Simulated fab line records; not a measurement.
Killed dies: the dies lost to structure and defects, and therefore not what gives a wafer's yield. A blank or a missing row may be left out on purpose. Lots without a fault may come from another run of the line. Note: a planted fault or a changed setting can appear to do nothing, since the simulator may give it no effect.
Chamber matching -- flow n5 finfet -- rie diel-06 running N5_BEOL_M10_ETCH_61: 4 sister chambers
The step etches SiARC in CF4, target depth 39 nm, time 65 s. 16 wafers are shown with their chamber, then 8 later ones without.

## WAFERS WITH THEIR CHAMBER
wafer,chamber,drypump motor current A (A),throttle valve pct (%),oes product au (a.u.)
L074.1,1,6.2,15.75,0.74
L074.3,0,5.7,15.26,0.82
L074.6,2,5.5,15.86,0.61
L075.1,0,5.7,15.26,0.80
L075.4,1,6.2,15.78,0.74
L075.5,1,6.2,15.76,0.73
L078.1,0,5.7,15.27,0.79
L078.5,2,5.5,15.88,0.61
L078.6,1,6.2,15.76,0.74
L079.1,1,6.1,15.78,0.72
L079.4,1,6.2,15.77,0.73
L079.5,3,5.5,15.61,0.70
L080.3,3,5.5,15.59,0.70
L080.4,3,5.5,15.61,0.69
L080.5,2,5.5,15.87,0.60
L083.2,0,5.7,15.28,0.79

SIGNATURES (averages over the wafers above)
reading,chamber 0,chamber 1,chamber 2,chamber 3,scatter within a chamber
drypump motor current A,5.700,6.183,5.500,5.500,0.0264
throttle valve pct,15.2675,15.7667,15.8700,15.6033,0.0111
oes product au,0.8000,0.7333,0.6067,0.6967,0.00943
Rule: for each reading, subtract the chamber's mean from the wafer's reading, divide by that reading's scatter and square the result; add these up over the readings and take the root, which gives the wafer's distance from the chamber. If the next closest chamber is less than 2 further off than the closest, the wafer can't be placed; otherwise it belongs to the closest. The scatter is the square root of a quotient: the sum, over the shown wafers, of each reading's squared deviation from its chamber's mean, divided by wafers minus chambers.

## WAFERS WHOSE CHAMBER IS MISSING
wafer,drypump motor current A (A),throttle valve pct (%),oes product au (a.u.)
L083.3,5.5,15.61,0.69
L083.5,5.7,15.30,0.78
L089.1,5.7,15.32,0.75
L089.3,5.5,15.93,0.58
L089.5,5.5,15.65,0.68
L091.2,6.2,15.83,0.70
L091.4,5.5,15.65,0.68
L091.6,6.2,15.84,0.71

## WHICH CHAMBER EACH WENT THROUGH
wafer,from the rows above,in truth
L083.3,3,3
L083.5,0,0
L089.1,0,0
L089.3,2,2
L089.5,3,3
L091.2,1,1
L091.4,3,3
L091.6,1,1
8 of 8 placed correctly. Left unplaced by these rows: 0. Wrongly placed: 0.
